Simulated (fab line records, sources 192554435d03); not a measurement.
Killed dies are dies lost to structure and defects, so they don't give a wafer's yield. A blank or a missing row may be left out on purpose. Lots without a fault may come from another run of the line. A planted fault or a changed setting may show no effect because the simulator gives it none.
Chamber matching | flow n5_finfet | N5_MOL_CONTACT_COAG_DESCUM_13 on rie_diel-06: 4 sister chambers
The step chemistry O2, time 7 s. 8 wafers are shown with their chamber, then 7 later ones without.

WAFERS WITH THEIR CHAMBER
wafer  | chamber | showerhead_plenum_p_Torr (Torr) | throttle_valve_pct (%)
L078.4 | 2       | 2.16                            | 20.36
L079.3 | 1       | 2.04                            | 20.42
L084.6 | 2       | 2.15                            | 20.39
L085.2 | 3       | 2.00                            | 20.47
L085.5 | 0       | 2.18                            | 20.93
L085.6 | 3       | 2.00                            | 20.45
L087.2 | 1       | 2.04                            | 20.15
L087.3 | 0       | 2.18                            | 20.94

WAFERS WITHOUT THEIR CHAMBER
wafer  | showerhead_plenum_p_Torr (Torr) | throttle_valve_pct (%)
L087.6 | 2.04                            | 20.15
L088.2 | 2.00                            | 20.48
L088.3 | 2.15                            | 20.41
L088.4 | 2.04                            | 20.15
L093.2 | 1.99                            | 20.49
L093.3 | 2.18                            | 20.96
L093.4 | 2.14                            | 20.42

WHICH CHAMBER EACH WENT THROUGH
wafer  | from the rows above | in truth
L087.6 | 1                   | 1
L088.2 | 3                   | 3
L088.3 | 2                   | 2
L088.4 | 1                   | 1
L093.2 | 3                   | 3
L093.3 | 0                   | 0
L093.4 | 2                   | 2
Placed correctly: 7 of 7. Can't be placed from these rows: 0. Placed wrongly: 0.
How it was worked out, from the rows above alone: a wafer's distance from a chamber is the root of the sum, over the readings, of the square of ((its reading less the chamber's mean) divided by the reading's scatter). The wafer belongs to the nearest chamber; if the next one is less than 2 further off, it can't be placed. A chamber's mean is the mean of its shown wafers. The scatter: the root of (the sum of the squares of (reading less its chamber's mean) over the shown wafers, divided by (wafers less chambers)).
